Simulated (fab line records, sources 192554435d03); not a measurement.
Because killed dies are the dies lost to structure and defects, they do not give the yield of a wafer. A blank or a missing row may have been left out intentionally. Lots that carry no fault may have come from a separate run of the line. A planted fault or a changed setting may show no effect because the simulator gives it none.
Matching of chambers | flow n5_finfet | rie_diel-06 running N5_BEOL_M12_TRENCH_ETCH_34: 4 sister chambers
The step etches SiOC in C4F8/O2/Ar, target depth 318.95 nm, time 125.5 s. 42 wafers are shown with their chamber, then 12 later ones without.

== WAFERS WITH THEIR CHAMBER ==
wafer  | chamber | drypump_motor_current_A (A) | showerhead_plenum_p_Torr (Torr) | throttle_valve_pct (%)
L074.1 | 2       | 5.1                         | 3.47                            | 23.81
L074.2 | 3       | 5.8                         | 3.58                            | 24.01
L074.6 | 1       | 6.1                         | 3.29                            | 24.16
L076.1 | 2       | 5.1                         | 3.47                            | 23.81
L076.3 | 0       | 6.2                         | 3.57                            | 23.68
L076.4 | 1       | 6.1                         | 3.29                            | 24.14
L079.1 | 2       | 5.1                         | 3.46                            | 23.82
L079.2 | 3       | 5.8                         | 3.58                            | 24.04
L079.3 | 0       | 6.2                         | 3.57                            | 23.71
L079.4 | 1       | 6.1                         | 3.29                            | 24.16
L079.5 | 2       | 5.1                         | 3.46                            | 23.82
L079.6 | 3       | 5.8                         | 3.58                            | 24.04
L084.1 | 1       | 6.1                         | 3.28                            | 24.17
L084.2 | 2       | 5.2                         | 3.46                            | 23.82
L084.3 | 0       | 6.2                         | 3.56                            | 23.70
L084.4 | 3       | 5.8                         | 3.57                            | 24.04
L084.5 | 0       | 6.2                         | 3.56                            | 23.71
L084.6 | 1       | 6.1                         | 3.28                            | 24.18
L085.1 | 0       | 6.2                         | 3.56                            | 23.69
L085.3 | 3       | 5.8                         | 3.57                            | 24.06
L085.6 | 0       | 6.2                         | 3.56                            | 23.72
L086.2 | 0       | 6.2                         | 3.56                            | 23.72
L086.4 | 3       | 5.8                         | 3.57                            | 24.06
L086.6 | 0       | 6.1                         | 3.56                            | 23.69
L087.1 | 1       | 6.1                         | 3.28                            | 24.17
L087.3 | 0       | 6.1                         | 3.56                            | 23.70
L087.6 | 1       | 6.1                         | 3.28                            | 24.19
L088.1 | 2       | 5.1                         | 3.46                            | 23.85
L088.5 | 2       | 5.1                         | 3.46                            | 23.85
L088.6 | 1       | 6.1                         | 3.28                            | 24.17
L091.1 | 2       | 5.2                         | 3.45                            | 23.85
L091.2 | 1       | 6.1                         | 3.28                            | 24.20
L091.4 | 3       | 5.8                         | 3.56                            | 24.06
L089.3 | 0       | 6.1                         | 3.55                            | 23.72
L089.4 | 3       | 5.8                         | 3.56                            | 24.06
L089.5 | 1       | 6.1                         | 3.27                            | 24.17
L090.2 | 1       | 6.1                         | 3.27                            | 24.18
L090.5 | 0       | 6.1                         | 3.55                            | 23.72
L090.6 | 3       | 5.8                         | 3.56                            | 24.08
L093.1 | 3       | 5.8                         | 3.56                            | 24.07
L093.2 | 1       | 6.1                         | 3.27                            | 24.19
L093.3 | 0       | 6.2                         | 3.55                            | 23.75

SIGNATURES, as means of the wafers listed above
reading                  | chamber 0 | chamber 1 | chamber 2 | chamber 3 | scatter within a chamber
drypump_motor_current_A  | 6.167     | 6.100     | 5.125     | 5.800     | 0.0331
showerhead_plenum_p_Torr | 3.5592    | 3.2800    | 3.4613    | 3.5690    | 0.00738
throttle_valve_pct       | 23.7092   | 24.1733   | 23.8287   | 24.0520   | 0.0182
Rule: distance of a wafer from a chamber = root of the sum over the readings of ((wafer's reading minus chamber's mean) / reading's scatter) squared. The wafer belongs to the nearest chamber; if the next one is less than 2 further off, it can't be placed. The scatter: the root of (the sum of the squares of (reading less its chamber's mean) over the shown wafers, divided by (wafers less chambers)).

== WAFERS WITH NO CHAMBER GIVEN ==
wafer  | drypump_motor_current_A (A) | showerhead_plenum_p_Torr (Torr) | throttle_valve_pct (%)
L093.4 | 5.1                         | 3.45                            | 23.85
L093.5 | 6.1                         | 3.27                            | 24.19
L093.6 | 6.2                         | 3.55                            | 23.73
L092.2 | 5.8                         | 3.56                            | 24.08
L092.3 | 5.2                         | 3.45                            | 23.86
L092.4 | 6.2                         | 3.55                            | 23.74
L097.1 | 6.1                         | 3.27                            | 24.21
L097.2 | 5.1                         | 3.44                            | 23.87
L097.3 | 6.1                         | 3.54                            | 23.72
L097.4 | 5.8                         | 3.56                            | 24.09
L097.5 | 5.8                         | 3.56                            | 24.09
L097.6 | 6.2                         | 3.54                            | 23.75

== THE CHAMBER EACH PASSED THROUGH ==
wafer  | from the rows above | in truth
L093.4 | 2                   | 2
L093.5 | 1                   | 1
L093.6 | 0                   | 0
L092.2 | 3                   | 3
L092.3 | 2                   | 2
L092.4 | 0                   | 0
L097.1 | 1                   | 1
L097.2 | 2                   | 2
L097.3 | 0                   | 0
L097.4 | 3                   | 3
L097.5 | 3                   | 3
L097.6 | 0                   | 0
Correctly placed: 12 of 12. From these rows, 0 cannot be placed. 0 placed wrongly.
